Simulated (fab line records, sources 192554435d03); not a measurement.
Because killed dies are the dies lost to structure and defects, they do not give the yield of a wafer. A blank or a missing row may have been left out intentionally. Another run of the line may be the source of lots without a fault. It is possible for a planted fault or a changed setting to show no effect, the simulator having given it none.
fab line records ; flow n5Finfet
record: lots: 9; wafers: 27; lastDay: 20
route steps=1938 shown BEOL_M2@909 BEOL_M3@931 BEOL_M4@1111
lots that met no fault: taken from a fault-free run of the same line
startH: the number of hours between the record's first day and the start of the first shown wafer of the lot ; waitH: time in hours since the lot's previous step ; " repeats the value in the row above ; L1.1+2: a single row standing in for several wafers ; - no value, or no start given ; * or withheld: withheld ; < > ~ a bound
route shown NAME@n: NAME is a module with steps in the file, n the number in the route of the first one ; usual: mean and standard deviation over wafers with no fault ; same: alike in all rows ; chamber/n: place in a boat ; sites: the reading at each site ; _std_site: standard deviation of those values ; _edge_site: mean of outer sites minus mean of inner sites ; radiusMm: how far each site lies from the wafer's centre ; mask NAME#n: copy n ; behind: tool/chamber where the wafer was last shaped ; hold: reason for holding the lot/hours on hold/outcome of the hold ; device: whichever transistor did not switch (one of n, p or np) ; end of line: the tests these same wafers got at the end of their route ; where a step has no rows: the recipe by itself ; killed: not the wafer's yield, but the dies lost to structure and defects at the first sort ; map: dies across one wafer; x = killed, . = not, _ = none there
set.NAME: the setting that was run; set.NAME@STEP: the one run at that earlier step ; model.NAME: the simulator's own value behind a step, which no gauge read
the route's steps for a sample of lots (tables are steps, rows are wafers)
services: the hour from which a tool's chamber was out of use, counted from the record's first day as startH (under 0 if before that day), plus the number of hours and why
== steps ==
step: N5_BEOL_M2_ANNEAL_82
recipe: tempC: 400; timeS: 240; ambient: vacuum
usual: heaterPowerW: 835/77
lot.wafer;tool;chamber;startH;waitH;heaterPowerW
L214.3;pvdSputter-03;-;172.77;0.0;758
L214.4;pvdSputter-03;-;172.77;0.0;900
L214.5;pvdSputter-03;-;172.77;0.0;736
L216.1;pvdSputter-02;-;202.33;0.0;858
L216.4;pvdSputter-02;-;202.33;0.0;765
L216.6;pvdSputter-02;-;202.33;0.0;839
L217.1;pvdSputter-03;-;205.83;0.0;891
L217.2;pvdSputter-03;-;205.83;0.0;727
L217.5;pvdSputter-03;-;205.83;0.0;923
L218.1;pvdSputter-01;-;208.48;0.0;946
L218.3;pvdSputter-01;-;208.48;0.0;825
L218.4;pvdSputter-01;-;208.48;0.0;949
L228.3;pvdSputter-02;-;260.35;0.0;846
L228.5;pvdSputter-02;-;260.35;0.0;849
L228.6;pvdSputter-02;-;260.35;0.0;819
L229.2;pvdSputter-02;-;263.59;0.0;857
L229.4;pvdSputter-02;-;263.59;0.0;760
L229.5;pvdSputter-02;-;263.59;0.0;755
L230.2;pvdSputter-03;-;270.40;0.0;721
L230.4;pvdSputter-03;-;270.40;0.0;901
L230.5;pvdSputter-03;-;270.40;0.0;740
L231.1;pvdSputter-03;-;276.90;0.0;896
L231.3;pvdSputter-03;-;276.90;0.0;738
L231.4;pvdSputter-03;-;276.90;0.0;930
L234.1;pvdSputter-01;-;307.74;0.0;827
L234.2;pvdSputter-01;-;307.74;0.0;922
L234.6;pvdSputter-01;-;307.74;0.0;952
step: N5_BEOL_M2_SPUTTER_90
recipe: material: Cu; targetThkA: 45; tempC: -20; chamberPressurePa: 0.07; powerW: withheld; timeS: 8.29
usual: substrateTempC: -19.99/0.11; throttleValvePct: 29.9/0.99
lot.wafer;tool;chamber;startH;waitH;substrateTempC;throttleValvePct
L214.3;pvdSputter-03;-;173.35;0.1;-19.90;31.3
L214.4;pvdSputter-03;-;173.35;0.1;-19.78;30.6
L214.5;pvdSputter-03;-;173.35;0.1;-20.16;29.6
L216.1;pvdSputter-02;-;202.91;0.1;-20.00;27.1
L216.4;pvdSputter-02;-;202.91;0.1;-19.92;29.7
L216.6;pvdSputter-02;-;202.91;0.1;-19.87;27.1
L217.1;pvdSputter-03;-;206.41;0.1;-19.93;29.0
L217.2;pvdSputter-03;-;206.41;0.1;-20.14;31.0
L217.5;pvdSputter-03;-;206.41;0.1;-19.96;29.1
L218.1;pvdSputter-01;-;209.06;0.1;-20.04;30.5
L218.3;pvdSputter-01;-;209.06;0.1;-20.13;29.5
L218.4;pvdSputter-01;-;209.06;0.1;-19.84;28.6
L228.3;pvdSputter-02;-;260.93;0.1;-19.78;27.3
L228.5;pvdSputter-02;-;260.93;0.1;-19.88;27.1
L228.6;pvdSputter-02;-;260.93;0.1;-20.10;30.9
L229.2;pvdSputter-02;-;264.17;0.1;-20.13;27.3
L229.4;pvdSputter-02;-;264.17;0.1;-19.98;29.9
L229.5;pvdSputter-02;-;264.17;0.1;-20.08;29.9
L230.2;pvdSputter-03;-;270.98;0.1;-19.94;29.5
L230.4;pvdSputter-03;-;270.98;0.1;-20.10;30.8
L230.5;pvdSputter-03;-;270.98;0.1;-19.92;29.6
L231.1;pvdSputter-03;-;277.48;0.1;-19.76;30.7
L231.3;pvdSputter-03;-;277.48;0.1;-20.15;29.7
L231.4;pvdSputter-03;-;277.48;0.1;-19.95;29.0
L234.1;pvdSputter-01;-;308.32;0.1;-20.05;29.7
L234.2;pvdSputter-01;-;308.32;0.1;-19.94;30.5
L234.6;pvdSputter-01;-;308.32;0.1;-19.97;28.8
step: N5_BEOL_M2_SPUTTER_94
recipe: material: Cu; targetThkA: 45; tempC: -20; chamberPressurePa: 0.07; powerW: withheld; timeS: 8.29
usual: substrateTempC: -19.99/0.11; throttleValvePct: 29.9/1
lot.wafer;tool;chamber;startH;waitH;substrateTempC;throttleValvePct
L214.3;pvdSputter-03;-;173.79;0.1;-19.92;31.2
L214.4;pvdSputter-03;-;173.79;0.1;-20.08;30.3
L214.5;pvdSputter-03;-;173.79;0.1;-19.97;29.4
L216.1;pvdSputter-02;-;203.35;0.1;-20.02;27.5
L216.4;pvdSputter-02;-;203.35;0.1;-20.02;30.2
L216.6;pvdSputter-02;-;203.35;0.1;-19.89;27.3
L217.1;pvdSputter-03;-;206.85;0.1;-20.09;28.7
L217.2;pvdSputter-03;-;206.85;0.1;-20.00;31.1
L217.5;pvdSputter-03;-;206.85;0.1;-19.98;29.0
L218.1;pvdSputter-01;-;209.50;0.1;-20.01;30.4
L218.3;pvdSputter-01;-;209.50;0.1;-19.88;29.8
L218.4;pvdSputter-01;-;209.50;0.1;-20.11;29.3
L228.3;pvdSputter-02;-;261.37;0.1;-20.02;27.4
L228.5;pvdSputter-02;-;261.37;0.1;-19.91;27.2
L228.6;pvdSputter-02;-;261.37;0.1;-20.16;31.1
L229.2;pvdSputter-02;-;264.61;0.1;-19.85;27.1
L229.4;pvdSputter-02;-;264.61;0.1;-19.93;30.2
L229.5;pvdSputter-02;-;264.61;0.1;-20.10;29.8
L230.2;pvdSputter-03;-;271.42;0.1;-20.07;29.3
L230.4;pvdSputter-03;-;271.42;0.1;-20.05;30.8
L230.5;pvdSputter-03;-;271.42;0.1;-20.17;29.5
L231.1;pvdSputter-03;-;277.92;0.1;-19.91;30.6
L231.3;pvdSputter-03;-;277.92;0.1;-20.03;29.5
L231.4;pvdSputter-03;-;277.92;0.1;-20.01;28.9
L234.1;pvdSputter-01;-;308.76;0.1;-20.09;30.0
L234.2;pvdSputter-01;-;308.76;0.1;-20.17;30.6
L234.6;pvdSputter-01;-;308.76;0.1;-20.27;28.7
step: N5_BEOL_M3_ILD_DEP_00
recipe: material: SiOC; targetThkA: 790; tempC: 350; precursor: DEMS/O2; pressureTorr: 5; rfW: 500; timeS: 15.3
usual: heaterPowerOuterW: 280/46; heaterPowerW: 510/63; showerheadPlenumPTorr: 5.691/0.013; throttleValvePct: 11.8/0.42
lot.wafer;tool;chamber;startH;waitH;heaterPowerOuterW;heaterPowerW;showerheadPlenumPTorr;throttleValvePct
L214.3;pecvd-04;1;175.19;0.0;366;619;5.703;12.6
L214.4;pecvd-04;0;175.19;0.0;233;435;5.700;11.8
L214.5;pecvd-04;2;175.19;0.0;218;416;5.691;11.6
L216.1;pecvd-03;1;204.96;0.0;245;483;5.702;11.8
L216.4;pecvd-03;1;204.96;0.0;248;485;5.705;11.8
L216.6;pecvd-03;0;204.96;0.0;225;450;5.723;11.9
L217.1;pecvd-01;1;208.79;0.0;315;559;5.683;12.4
L217.2;pecvd-01;2;208.79;0.0;326;556;5.693;11.0
L217.5;pecvd-01;2;208.79;0.0;324;564;5.669;11.1
L218.1;pecvd-04;0;211.04;0.0;232;419;5.689;12.0
L218.3;pecvd-04;2;211.04;0.0;267;483;5.690;11.7
L218.4;pecvd-04;2;211.04;0.0;266;495;5.686;11.5
L228.3;pecvd-04;1;262.70;0.0;320;552;5.701;12.0
L228.5;pecvd-04;0;262.70;0.0;270;475;5.698;11.8
L228.6;pecvd-04;2;262.70;0.0;262;459;5.692;11.8
L229.2;pecvd-04;1;265.94;0.0;314;567;5.701;12.1
L229.4;pecvd-04;2;265.94;0.0;286;519;5.676;11.6
L229.5;pecvd-04;0;265.94;0.0;219;404;5.695;12.1
L230.2;pecvd-01;0;272.76;0.0;238;492;5.691;11.6
L230.4;pecvd-01;1;272.76;0.0;301;567;5.666;12.5
L230.5;pecvd-01;2;272.76;0.0;285;503;5.674;11.2
L231.1;pecvd-01;2;279.27;0.0;295;506;5.684;11.3
L231.3;pecvd-01;0;279.27;0.0;255;501;5.702;11.3
L231.4;pecvd-01;2;279.27;0.0;294;503;5.673;11.3
L234.1;pecvd-01;1;310.38;0.0;314;571;5.691;12.5
L234.2;pecvd-01;2;310.38;0.0;316;526;5.679;11.4
L234.6;pecvd-01;2;310.38;0.0;316;542;5.664;11.3
step: N5_BEOL_M3_THK_MEAS_01
recipe: reads: SiOC_of_BEOL_M3_ILD_DEP_00
usual: M3_ILD_THK: 79.1/1
lot.wafer;tool;chamber;startH;waitH;M3_ILD_THK[nm]
L214.3;filmMetro-01;-;175.26;0.1;79.0
L214.4;filmMetro-01;-;175.26;0.1;80.2
L214.5;filmMetro-01;-;175.26;0.1;80.5
L216.1;filmMetro-01;-;205.05;0.1;78.4
L216.4;filmMetro-01;-;205.05;0.1;78.3
L216.6;filmMetro-01;-;205.05;0.1;78.1
L217.1;filmMetro-01;-;208.86;0.0;78.6
L217.2;filmMetro-01;-;208.86;0.0;77.9
L217.5;filmMetro-01;-;208.86;0.0;78.1
L218.1;filmMetro-02;-;211.10;0.0;78.8
L218.3;filmMetro-02;-;211.10;0.0;78.9
L218.4;filmMetro-02;-;211.10;0.0;80.3
L228.3;filmMetro-02;-;262.76;0.1;88.7
L228.5;filmMetro-02;-;262.76;0.1;89.8
L228.6;filmMetro-02;-;262.76;0.1;89.4
L229.2;filmMetro-02;-;266.00;0.1;88.5
L229.4;filmMetro-02;-;266.00;0.1;90.3
L229.5;filmMetro-02;-;266.00;0.1;90.2
L230.2;filmMetro-01;-;272.82;0.1;78.9
L230.4;filmMetro-01;-;272.82;0.1;80.5
L230.5;filmMetro-01;-;272.82;0.1;79.3
L231.1;filmMetro-02;-;279.33;0.0;78.2
L231.3;filmMetro-02;-;279.33;0.0;78.2
L231.4;filmMetro-02;-;279.33;0.0;78.6
L234.1;filmMetro-02;-;310.47;0.1;78.5
L234.2;filmMetro-02;-;310.47;0.1;78.8
L234.6;filmMetro-02;-;310.47;0.1;80.3
step: N5_BEOL_M4_RC_MEAS_101
usual: DIBL_N: 36.0/1.3; DIBL_P: 36.2/1.7; IOFF_N: 0.155/0.024; IOFF_P: 0.21/0.034; ION_N: 674/9; ION_P: 463/7.1; SS_N: 71.4/0.5; SS_P: 73.4/0.57; VT_N: 250.0/2.8; VT_P: -251/3.2
lot.wafer;tool;chamber;startH;waitH;DIBL_N[mV/V];DIBL_P[mV/V];IOFF_N[nA/um];IOFF_P[nA/um];ION_N[uA/um];ION_P[uA/um];SS_N[mV/dec];SS_P[mV/dec];VT_N[mV];VT_P[mV]
L214.3;prober-01;0;211.10;0.3;34.4;34.2;0.113;0.17;654;457;70.8;72.5;255.3;-254
L214.4;prober-01;0;211.10;0.3;32.8;32.1;0.097;0.14;654;454;70.5;72.9;255.2;-256
L214.5;prober-01;0;211.10;0.3;34.7;34.6;0.123;0.18;664;460;71.1;73.6;254.6;-253
L216.1;prober-01;0;249.90;0.0;35.8;35.3;0.143;0.18;675;457;71.1;72.9;250.7;-252
L216.4;prober-01;0;249.90;0.0;35.7;35.4;0.144;0.19;675;458;70.8;73.4;251.6;-252
L216.6;prober-01;0;249.90;0.0;37.3;37.0;0.171;0.20;680;459;71.6;73.3;249.7;-251
L217.1;prober-02;0;252.50;0.0;35.3;33.8;0.133;0.19;674;466;71.6;72.8;251.5;-251
L217.2;prober-02;0;252.50;0.0;37.4;36.0;0.164;0.22;681;467;71.4;73.2;247.7;-250
L217.5;prober-02;0;252.50;0.0;35.4;33.4;0.134;0.19;665;463;71.7;73.0;251.1;-251
L218.1;prober-01;0;258.53;0.0;36.0;37.6;0.164;0.23;681;467;71.3;73.5;247.5;-249
L218.3;prober-01;0;258.53;0.0;36.1;37.5;0.170;0.24;684;474;71.3;72.8;249.1;-248
L218.4;prober-01;0;258.53;0.0;35.8;36.5;0.153;0.21;684;473;71.1;73.8;250.3;-250
L228.3;prober-01;0;310.47;0.3;34.8;35.8;0.141;0.19;666;463;72.3;73.6;248.4;-253
L228.5;prober-01;0;310.47;0.3;34.8;36.5;0.150;0.21;667;464;72.2;72.3;252.6;-249
L228.6;prober-01;0;310.47;0.3;34.4;35.5;0.139;0.19;662;457;71.7;73.4;248.3;-251
L229.2;prober-02;0;311.95;0.2;37.7;36.4;0.176;0.26;683;472;71.4;74.0;245.8;-246
L229.4;prober-02;0;311.95;0.2;35.4;33.7;0.134;0.21;668;465;72.0;73.5;247.5;-246
L229.5;prober-02;0;311.95;0.2;38.0;37.1;0.192;0.28;678;473;72.3;73.9;245.9;-243
L230.2;prober-02;0;319.44;0.2;38.0;38.0;0.180;0.24;680;466;71.8;73.8;249.6;-252
L230.4;prober-02;0;319.44;0.2;36.2;36.0;0.142;0.20;664;459;71.0;73.3;249.0;-252
L230.5;prober-02;0;319.44;0.2;36.5;35.8;0.143;0.20;667;463;71.7;73.8;253.3;-252
L231.1;prober-01;0;322.20;0.0;35.4;37.6;0.143;0.19;670;459;71.4;73.7;252.1;-254
L231.3;prober-01;0;322.20;0.0;34.7;37.2;0.137;0.18;666;456;71.4;73.1;250.1;-253
L231.4;prober-01;0;322.20;0.0;35.4;38.1;0.149;0.20;676;467;72.0;73.9;250.3;-251
L234.1;prober-01;0;369.43;0.0;34.5;35.1;0.136;0.18;669;456;70.9;73.0;251.0;-253
L234.2;prober-01;0;369.43;0.0;36.4;37.7;0.172;0.22;680;468;71.4;73.1;246.8;-251
L234.6;prober-01;0;369.43;0.0;35.0;35.5;0.146;0.19;671;467;71.5;72.6;249.7;-251
== services ==
tool;chamber;startH;hours;kind
pecvd-01;1;177.48;-;calibration
pecvd-03;2;202.38;-;clean
pecvd-03;2;202.38;-;consumableReplace:showerhead
pecvd-03;2;202.38;29.0;scheduledDown
pecvd-03;2;202.38;29.0;ventCycle
pecvd-04;2;209.60;-;calibration
pecvd-01;-;242.61;1.4;repair
pecvd-01;1;252.95;6.0;repair
pecvd-03;1;272.94;2.1;scheduledDown
pecvd-04;2;280.44;5.3;repair
pecvd-01;0;309.09;-;clean
pecvd-01;0;309.09;29.5;scheduledDown
pecvd-01;0;309.09;29.5;ventCycle
== key ==
firstSign: step: N5_BEOL_M3_THK_MEAS_01; reading: M3_ILD_THK; direction: up; sigmas: 10; usual: 79.1; struck: 89.5
effect none on later readings
metAt N5_BEOL_M3_ILD_DEP_00
struckLots L228,L229
notActingAt N5_BEOL_M2_ANNEAL_82,N5_BEOL_M2_SPUTTER_90,N5_BEOL_M2_SPUTTER_94
onsetBetween 211.04 262.70
fault: kind: processParameterDrift; tool: pecvd-04; chamber: -; onsetH: 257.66; steps: N5_BEOL_M3_ILD_DEP_00; channel: timeS; offset: *; shape: step; endH: 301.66; actsIn: *; stated: *
